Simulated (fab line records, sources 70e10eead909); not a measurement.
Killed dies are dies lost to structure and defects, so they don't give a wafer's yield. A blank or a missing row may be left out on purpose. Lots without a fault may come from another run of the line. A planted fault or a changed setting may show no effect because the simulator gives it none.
fab line records | flow nand_harc
record lots=14 wafers=41 last_day=24
route steps=1159 shown A_ONON_D1@431 END@1159
lots that met no fault: from a run of the same line without faults
start_h: hours from the record's first day to the start of the lot's first wafer shown | wait_h: hours since the lot's step before | " the same as in the row above | L1.1+2: a row that stands for several wafers | - no value, or no start given | * or withheld: withheld | < > ~ a bound
route shown NAME@n: a module of which the file shows steps, and the number in the route of the first | usual: mean/standard deviation of fault-free wafers | same: alike in all rows | chamber/n: place in a boat | sites: the reading at each site | _std_site: their standard deviation | _edge_site: outer sites' mean less inner sites' | radius_mm: how far each site lies from the wafer's centre | mask NAME#n: copy n | behind: the tool/chamber that last shaped the wafer | hold: why the lot was held/for how many hours/how that ended | device: the transistor (n, p or np) that didn't switch | end of line: the same wafers' tests at the end of the route | a step without rows: its recipe alone | killed: dies lost to structure and defects at the first sort, not the wafer's yield | map: a wafer's dies, x killed, . not, _ none there
set.NAME: the setting as run; set.NAME@STEP: as run at that earlier step | model.NAME: the simulator's own value behind a step, which no gauge read
steps of the route over a sample of lots; a table a step, a row a wafer
services: from which hour (start_h, from the record's first day; less than 0 if before it) a tool's chamber was out of use, for how many hours, and why
## steps
# step NHARC_A_ONON_D1_THK_MEAS_11
# recipe thk_meas_gauge=ellipsometry
# usual thk_nm=1004/12
# columns lot.wafer tool chamber start_h wait_h thk_nm
L686.1 film_metro-02 - 156.41 - 976
L686.3 " - " " 977
L686.6 " - " " 977
L688.2 film_metro-02 - 176.29 - 998
L688.4 " - " " 999
L688.5 " - " " 995
L689.1 film_metro-02 - 176.30 - 1012
L689.3 " - " " 1011
L689.4 " - " " 1011
L687.2 film_metro-01 - 176.30 - 1010
L687.4 " - " " 1010
L687.6 " - " " 1010
L691.2 film_metro-01 - 186.79 - 1016
L691.5 " - " " 1018
L691.6 " - " " 1017
L690.2 film_metro-02 - 187.01 - 999
L690.3 " - " " 1001
L690.6 " - " " 998
L692.1 film_metro-01 - 203.28 - 995
L692.4 " - " " 995
L692.6 " - " " 994
L693.2 film_metro-02 - 210.14 - 995
L693.3 " - " " 995
L693.5 " - " " 995
L696.1 film_metro-02 - 221.49 - 991
L696.3 " - " " 991
L696.6 " - " " 990
L697.1 film_metro-01 - 243.97 - 993
L697.4 " - " " 991
L697.6 " - " " 994
L702.3 film_metro-02 - 262.12 - 1016
L702.4 " - " " 1013
L705.1 film_metro-02 - 281.15 - 1016
L705.3 " - " " 1016
L705.5 " - " " 1018
L706.1 film_metro-02 - 290.55 - 1003
L706.2 " - " " 1002
L706.3 " - " " 1002
L707.1 film_metro-01 - 290.66 - 1017
L707.5 " - " " 1019
L707.6 " - " " 1015
# step NHARC_A_ONON_D1_DEP_22
# recipe target_thk_a=10000 n2_flow_sccm=2750 n2o_flow_sccm=2000 nh3_flow_sccm=500 sih4_flow_sccm=210 temp_c=400
# usual n2_flow_sccm=2750/8.5
# columns lot.wafer tool chamber start_h wait_h n2_flow_sccm
L686.1 pecvd_onon-01 0 164.71 0.1 2747
L686.3 " 0 " " 2738
L686.6 " 0 " " 2761
L687.2 pecvd_onon-01 0 184.67 0.1 2753
L687.4 " 0 " " 2755
L687.6 " 0 " " 2751
L689.1 pecvd_onon-02 0 184.88 0.3 2738
L689.3 " 0 " " 2739
L689.4 " 0 " " 2748
L688.2 pecvd_onon-03 0 184.94 0.4 2765
L688.4 " 0 " " 2753
L688.5 " 0 " " 2740
L691.2 pecvd_onon-02 0 198.64 0.1 2746
L691.5 " 0 " " 2747
L691.6 " 0 " " 2755
L690.2 pecvd_onon-03 0 198.66 0.1 2755
L690.3 " 0 " " 2751
L690.6 " 0 " " 2744
L692.1 pecvd_onon-01 0 211.63 0.1 2744
L692.4 " 0 " " 2749
L692.6 " 0 " " 2757
L693.2 pecvd_onon-02 0 218.49 0.1 2754
L693.3 " 0 " " 2764
L693.5 " 0 " " 2746
L696.1 pecvd_onon-03 0 229.74 0.1 2754
L696.3 " 0 " " 2740
L696.6 " 0 " " 2753
L697.1 pecvd_onon-01 0 254.28 0.1 2751
L697.4 " 0 " " 2748
L697.6 " 0 " " 2742
L702.3 pecvd_onon-03 0 270.63 0.2 2744
L702.4 " 0 " " 2735
L705.1 pecvd_onon-01 0 290.37 0.1 2751
L705.3 " 0 " " 2749
L705.5 " 0 " " 2759
L707.1 pecvd_onon-01 0 299.96 0.1 2749
L707.5 " 0 " " 2759
L707.6 " 0 " " 2740
L706.1 pecvd_onon-03 0 299.98 0.1 2741
L706.2 " 0 " " 2746
L706.3 " 0 " " 2753
# step NHARC_A_ONON_D1_THK_MEAS_24
# recipe thk_meas_gauge=ellipsometry
# usual thk_nm=1002/9.4
# columns lot.wafer tool chamber start_h wait_h thk_nm
L686.1 film_metro-02 - 165.22 - 1002
L686.3 " - " " 998
L686.6 " - " " 998
L687.2 film_metro-01 - 185.13 - 1012
L687.4 " - " " 1013
L687.6 " - " " 1013
L689.1 film_metro-02 - 185.39 - 1001
L689.3 " - " " 1003
L689.4 " - " " 1002
L688.2 film_metro-01 - 185.39 - 1010
L688.4 " - " " 1009
L688.5 " - " " 1010
L691.2 film_metro-01 - 199.12 - 991
L691.5 " - " " 994
L691.6 " - " " 994
L690.2 film_metro-01 - 199.14 - 1007
L690.3 " - " " 1007
L690.6 " - " " 1007
L692.1 film_metro-02 - 212.14 - 1007
L692.4 " - " " 1009
L692.6 " - " " 1008
L693.2 film_metro-02 - 218.94 - 990
L693.3 " - " " 989
L693.5 " - " " 989
L696.1 film_metro-02 - 230.25 - 1021
L696.3 " - " " 1019
L696.6 " - " " 1019
L697.1 film_metro-01 - 254.79 - 1002
L697.4 " - " " 1003
L697.6 " - " " 1003
L702.3 film_metro-02 - 271.02 - 1001
L702.4 " - " " 1760
L705.1 film_metro-01 - 290.88 - 991
L705.3 " - " " 991
L705.5 " - " " 991
L707.1 film_metro-01 - 300.47 - 1009
L707.5 " - " " 1009
L707.6 " - " " 1010
L706.1 film_metro-02 - 300.49 - 994
L706.2 " - " " 1751
L706.3 " - " " 995
# step NHARC_A_ONON_D1_DEP_33
# recipe target_thk_a=2000 temp_c=400 pressure_torr=6.5 rf_w=900 teos_flow_sccm=161.4 flow_sccm=2650 target_thk_nm=200 gas=O2 material=SiO2
# usual heater_power_outer_w=315/56 heater_power_w=564/66 throttle_valve_pct=15.9/0.65
# columns lot.wafer tool chamber start_h wait_h heater_power_outer_w heater_power_w throttle_valve_pct
L686.1 pecvd-03 2 166.72 0.4 279 557 15.9
L686.3 " 0 " " 334 603 15.2
L686.6 " 1 " " 338 591 16.3
L687.2 pecvd-02 2 186.36 0.1 299 539 15.6
L687.4 " 2 " " 310 553 15.9
L687.6 " 0 " " 323 540 15.3
L689.1 pecvd-01 0 186.63 0.1 195 414 17.5
L689.3 " 1 " " 306 574 16.1
L689.4 " 1 " " 311 566 16.3
L688.2 pecvd-02 1 186.76 0.1 292 457 15.2
L688.5 " 1 " " 303 481 15.4
L688.4 " 2 " " 381 655 15.8
L690.3 pecvd-03 1 200.35 0.1 318 557 16.4
L690.2 " 2 " " 248 521 16.3
L690.6 " 0 " " 281 548 15.3
L691.2 pecvd-02 0 200.40 0.1 435 693 15.3
L691.5 " 2 " " 319 570 16.1
L691.6 " 0 " " 438 678 15.3
L692.1 pecvd-02 0 213.38 0.1 386 634 15.2
L692.4 " 0 " " 406 647 15.3
L692.6 " 1 " " 348 533 15.6
L693.3 pecvd-01 2 220.40 0.3 257 523 15.4
L693.2 " 0 " " 222 426 17.6
L693.5 " 0 " " 225 449 17.4
L696.3 pecvd-03 2 231.48 0.1 299 577 16.2
L696.1 " 1 " " 335 625 16.8
L696.6 " 1 " " 349 596 16.1
L697.1 pecvd-01 0 255.98 0.1 283 502 17.0
L697.6 " 0 " " 295 549 17.4
L697.4 " 1 " " 313 576 15.5
L702.3 pecvd-01 1 272.25 0.1 333 622 15.4
L702.4 " 2 " " 285 565 15.3
L705.3 pecvd-01 1 292.07 0.1 341 610 15.4
L705.1 " 0 " " 300 528 17.0
L705.5 " 2 " " 238 513 15.2
L707.1 pecvd-01 2 301.70 0.1 309 604 15.5
L707.5 " 1 " " 348 590 15.4
L707.6 " 0 " " 227 430 17.2
L706.1 pecvd-02 0 301.71 0.1 437 702 15.2
L706.3 " 1 " " 317 480 15.3
L706.2 " 2 " " 337 604 15.7
# step NHARC_END_SORT_01
# recipe temp_c=25
# usual killed_at_array=26/9 killed_at_other=0.8/1.2 killed_at_periphery=3.2/2.3 killed_dies=30/9.1 killed_open=3.5/2 killed_short=1.8/1.4
# same gross_dies=677
# columns lot.wafer tool chamber start_h wait_h killed_at_array killed_at_other killed_at_periphery killed_dies killed_open killed_short
L696.1 prober-02 0 491.37 2.5 39 1 1 41 4 0
L696.6 prober-02 0 495.38 4.0 22 0 0 22 2 1
L702.3 prober-01 0 544.36 3.1 35 0 1 36 2 1
L702.4 prober-01 0 545.16 3.4 671 1 5 677 5 0
L706.1 prober-02 0 575.75 2.5 35 1 2 38 2 1
L706.2 prober-02 0 576.56 2.8 675 0 2 677 3 0
L706.3 prober-02 0 577.37 3.1 34 0 1 35 3 1
# killed by level:class
L696.1 A_CHANNEL_HOLE_D1:chamber_film_flake=22 A_CONTACT:chamber_film_flake=5 A_STAIRCASE:chamber_film_flake=4 A_WL_FILL:chamber_film_flake=3 A_CONTACT:geometric_particle:open=2 A_SOURCE_PLATE:geometric_particle:open=1 A_WL_FILL:geometric_particle:open=1 P_ZERO_WELL:chamber_film_flake=1
L696.6 A_CHANNEL_HOLE_D1:chamber_film_flake=12 A_CONTACT:chamber_film_flake=5 A_M0:geometric_particle:open=2 A_WL_FILL:geometric_particle:short=1 A_ZERO_WELL:chamber_film_flake=1 A_WL_FILL:chamber_film_flake=1
L702.3 A_CHANNEL_HOLE_D1:chamber_film_flake=16 A_CONTACT:chamber_film_flake=10 A_STAIRCASE:chamber_film_flake=3 A_M0:chamber_film_flake=3 A_CONTACT:geometric_particle:open=2 A_ONON_D1:geometric_particle:short=1 P_ZERO_WELL:chamber_film_flake=1
L702.4 A_ONON_D1:area_dep=636 A_CHANNEL_HOLE_D1:chamber_film_flake=23 A_CONTACT:chamber_film_flake=4 P_CONTACT:geometric_particle:open=2 P_STI:chamber_film_flake=2 A_STAIRCASE:chamber_film_flake=2 A_M0:chamber_film_flake=2 A_WL_FILL:geometric_particle:open=1
L706.1 A_SLIT:chamber_film_flake=17 A_CONTACT:chamber_film_flake=7 A_CHANNEL_HOLE_D1:chamber_film_flake=6 A_SLIT:geometric_particle:open=1 A_CONTACT:geometric_particle:open=1 A_CONTACT:geometric_particle:short=1 P_ZERO_WELL:chamber_film_flake=1 P_GATE:chamber_film_flake=1
L706.2 A_ONON_D1:area_dep=651 A_SLIT:chamber_film_flake=11 A_CONTACT:chamber_film_flake=6 A_CHANNEL_HOLE_D1:chamber_film_flake=4 P_CONTACT:geometric_particle:open=2 A_STAIRCASE:chamber_film_flake=2 A_M0:geometric_particle:open=1
L706.3 A_SLIT:chamber_film_flake=11 A_CHANNEL_HOLE_D1:chamber_film_flake=9 A_CONTACT:chamber_film_flake=7 A_STAIRCASE:chamber_film_flake=4 P_M0:geometric_particle:open=1 A_SGD_CUT:geometric_particle:open=1 A_CONTACT:geometric_particle:open=1 A_BLC:geometric_particle:short=1
## services
# columns tool chamber start_h hours kind
pecvd_onon-03 - 153.00 13.0 pm
pecvd-02 - 153.27 13.0 pm
pecvd-02 0 153.27 13.0 vent_cycle
pecvd-02 1 153.27 13.0 vent_cycle
pecvd-02 2 153.27 13.2 vent_cycle
pecvd-03 - 161.67 3.3 repair
pecvd-01 2 162.74 15.2 repair
pecvd-02 0 166.27 - clean
pecvd-02 1 166.27 - clean
pecvd-02 - 190.50 2.5 repair
pecvd_onon-01 - 195.00 13.0 pm
pecvd-02 - 233.78 0.5 repair
pecvd-01 - 237.35 13.0 pm
pecvd-01 0 237.35 13.0 vent_cycle
pecvd-01 1 237.35 13.0 vent_cycle
pecvd-01 2 237.35 13.0 vent_cycle
pecvd-02 1 247.97 14.3 repair
pecvd-01 0 250.35 - clean
pecvd-01 1 250.35 - clean
pecvd-01 2 250.35 - clean
pecvd-01 1 259.88 12.2 repair
pecvd-02 - 266.68 0.9 repair
pecvd_onon-02 - 292.00 13.0 pm
pecvd-03 - 292.26 13.0 pm
## key
first_sign step=NHARC_A_ONON_D1_THK_MEAS_24 reading=thk_nm direction=up sigmas=80 usual=1002 struck=1756
effect step=NHARC_END_SORT_01 reading=killed_at_array direction=up sigmas=72 usual=26 struck=673
more_kills_born_at NHARC_A_ONON_D1_DEP_22@pecvd_onon-03=1287
met_at NHARC_A_ONON_D1_DEP_22
struck_lots L702,L706
struck_wafers L702.4,L706.2
later_rows_left_out L702.4,L706.2
tester_left_out L702,L706
not_acting_at NHARC_A_ONON_D1_THK_MEAS_11,NHARC_A_ONON_D1_DEP_33
onset_between 229.74 270.63
fault kind=process_parameter_drift tool=pecvd_onon-03 chamber=- onset_h=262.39 steps=NHARC_A_ONON_D1_DEP_22 channel=target_thk_a offset=* shape=step end_h=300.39 scope=struck_wafers_only acts_in=* stated=*
# tester_left_out: of these lots the tester's yield and bins aren't shown, on N5 and GAA mostly nor the transistor test; their killed dies are dies lost to structure and defects alone, not to doping, threshold or leakage, so they don't give the yield
# later_rows_left_out: the simulator's readings of these wafers behind a module that went badly wrong aren't trusted and aren't shown, but for the sort
